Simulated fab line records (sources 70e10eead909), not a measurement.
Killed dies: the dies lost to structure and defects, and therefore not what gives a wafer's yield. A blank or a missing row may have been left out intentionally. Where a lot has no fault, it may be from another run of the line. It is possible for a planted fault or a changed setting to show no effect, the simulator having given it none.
Tool commonality check :: flow nand-harc :: 14 lots, 42 wafers sampled

## REASON IT WAS OPENED
On 2 of the 14 lots, a flag is raised at NHARC_A_ONON_D1_THK_MEAS_11 on the reading thk-nm. Wafers without a fault read 999 nm, standard deviation 11.
Rule: a lot gets a flag if all its wafers with a number sit over 4 standard deviations from that mean, or if no wafer of it has a number. As for the other lots, they are considered sound.

lot: L335
measured: day 8 02:57
on: film-metro-02
thk-nm (nm), wafer by wafer: 1007 1010 1007
flag: 

lot: L336
measured: day 8 21:28
on: film-metro-01
thk-nm (nm), wafer by wafer: 996 999 999
flag: 

lot: L337
measured: day 8 21:29
on: film-metro-02
thk-nm (nm), wafer by wafer: 1000 999 1000
flag: 

lot: L338
measured: day 9 13:25
on: film-metro-01
thk-nm (nm), wafer by wafer: 1003 1003 1004
flag: 

lot: L339
measured: day 10 00:47
on: film-metro-01
thk-nm (nm), wafer by wafer: 1021 1023 1020
flag: 

lot: L341
measured: day 10 19:22
on: film-metro-01
thk-nm (nm), wafer by wafer: 986 986 985
flag: 

lot: L342
measured: day 11 04:50
on: film-metro-02
thk-nm (nm), wafer by wafer: 995 998 998
flag: 

lot: L344
measured: day 12 00:28
on: film-metro-01
thk-nm (nm), wafer by wafer: 990 990 990
flag: 

lot: L345
measured: day 12 08:21
on: film-metro-02
thk-nm (nm), wafer by wafer: 1000 1000 1000
flag: 

lot: L346
measured: day 12 15:12
on: film-metro-02
thk-nm (nm), wafer by wafer: 1008 1009 1008
flag: 

lot: L348
measured: day 13 20:50
on: film-metro-02
thk-nm (nm), wafer by wafer: 993 990 992
flag: 

lot: L351
measured: day 14 20:31
on: film-metro-02
thk-nm (nm), wafer by wafer: 614 615 615
flag: FLAGGED

lot: L352
measured: day 15 09:36
on: film-metro-02
thk-nm (nm), wafer by wafer: 589 590 589
flag: FLAGGED

lot: L357
measured: day 17 11:47
on: film-metro-01
thk-nm (nm), wafer by wafer: 978 978 978
flag: 
Average over the flagged lots: 602 nm; offset from the usual -397 nm, equal to -36 standard deviations.

## LOT BY LOT: THE TOOL USED
The record holds 1 process step before the reading, out of a route of 1302 steps. Read each cell as the tool, then ch plus the chambers that the sampled wafers visited, then the start.
lot: L335
flag: 
NHARC_A_ONON_D1_DEP_09: pecvd-onon-02 ch 0, day 8 02:37

lot: L336
flag: 
NHARC_A_ONON_D1_DEP_09: pecvd-onon-01 ch 0, day 8 20:57

lot: L337
flag: 
NHARC_A_ONON_D1_DEP_09: pecvd-onon-04 ch 0, day 8 21:05

lot: L338
flag: 
NHARC_A_ONON_D1_DEP_09: pecvd-onon-02 ch 0, day 9 12:54

lot: L339
flag: 
NHARC_A_ONON_D1_DEP_09: pecvd-onon-04 ch 0, day 10 00:23

lot: L341
flag: 
NHARC_A_ONON_D1_DEP_09: pecvd-onon-02 ch 0, day 10 18:50

lot: L342
flag: 
NHARC_A_ONON_D1_DEP_09: pecvd-onon-04 ch 0, day 11 04:20

lot: L344
flag: 
NHARC_A_ONON_D1_DEP_09: pecvd-onon-04 ch 0, day 11 23:58

lot: L345
flag: 
NHARC_A_ONON_D1_DEP_09: pecvd-onon-04 ch 0, day 12 07:57

lot: L346
flag: 
NHARC_A_ONON_D1_DEP_09: pecvd-onon-02 ch 0, day 12 14:45

lot: L348
flag: 
NHARC_A_ONON_D1_DEP_09: pecvd-onon-01 ch 0, day 13 20:22

lot: L351
flag: FLAGGED
NHARC_A_ONON_D1_DEP_09: pecvd-onon-02 ch 0, day 14 20:04

lot: L352
flag: FLAGGED
NHARC_A_ONON_D1_DEP_09: pecvd-onon-02 ch 0, day 15 09:06

lot: L357
flag: 
NHARC_A_ONON_D1_DEP_09: pecvd-onon-01 ch 0, day 17 11:23
What the steps here do:
- NHARC_A_ONON_D1_DEP_09: target thk 1000 nm.
- NHARC_A_ONON_D1_THK_MEAS_11: measures by ellipsometry.

## FLAGGED OVER TOTAL, TOOL BY TOOL (the gauges that took the reading come last)
step: NHARC_A_ONON_D1_DEP_09
tool: pecvd-onon-01
lots run: 3
flagged: 0
share of the flagged lots: none
sound lots run after its first flagged lot: -

step: NHARC_A_ONON_D1_DEP_09
tool: pecvd-onon-02
lots run: 6
flagged: 2
share of the flagged lots: all
sound lots run after its first flagged lot: 0

step: NHARC_A_ONON_D1_DEP_09
tool: pecvd-onon-04
lots run: 5
flagged: 0
share of the flagged lots: none
sound lots run after its first flagged lot: -

step: NHARC_A_ONON_D1_THK_MEAS_11
tool: film-metro-01
lots run: 6
flagged: 0
share of the flagged lots: none
sound lots run after its first flagged lot: -

step: NHARC_A_ONON_D1_THK_MEAS_11
tool: film-metro-02
lots run: 8
flagged: 2
share of the flagged lots: all
sound lots run after its first flagged lot: 0

## WHAT IS ALLOWED BY THE TABLE
2 rows of the table ran every flagged lot: pecvd-onon-02 at NHARC_A_ONON_D1_DEP_09, film-metro-02 at NHARC_A_ONON_D1_THK_MEAS_11.
- pecvd-onon-02 at NHARC_A_ONON_D1_DEP_09: 2 of its 6 lots flagged. Last sound lot L346 at day 12 14:45, first flagged lot L351 at day 14 20:04; a fault beginning in between fits.
- film-metro-02 at NHARC_A_ONON_D1_THK_MEAS_11: 2 of its 8 lots flagged. Last sound lot L348 at day 13 20:50, first flagged lot L351 at day 14 20:31; a fault beginning in between fits.
Because each of these 2 tools fits a fault that began at some hour, counting lots does not separate them. More lots, or a look at what each step does to the wafer, might.

## WHAT THE SIMULATOR HAD INSERTED
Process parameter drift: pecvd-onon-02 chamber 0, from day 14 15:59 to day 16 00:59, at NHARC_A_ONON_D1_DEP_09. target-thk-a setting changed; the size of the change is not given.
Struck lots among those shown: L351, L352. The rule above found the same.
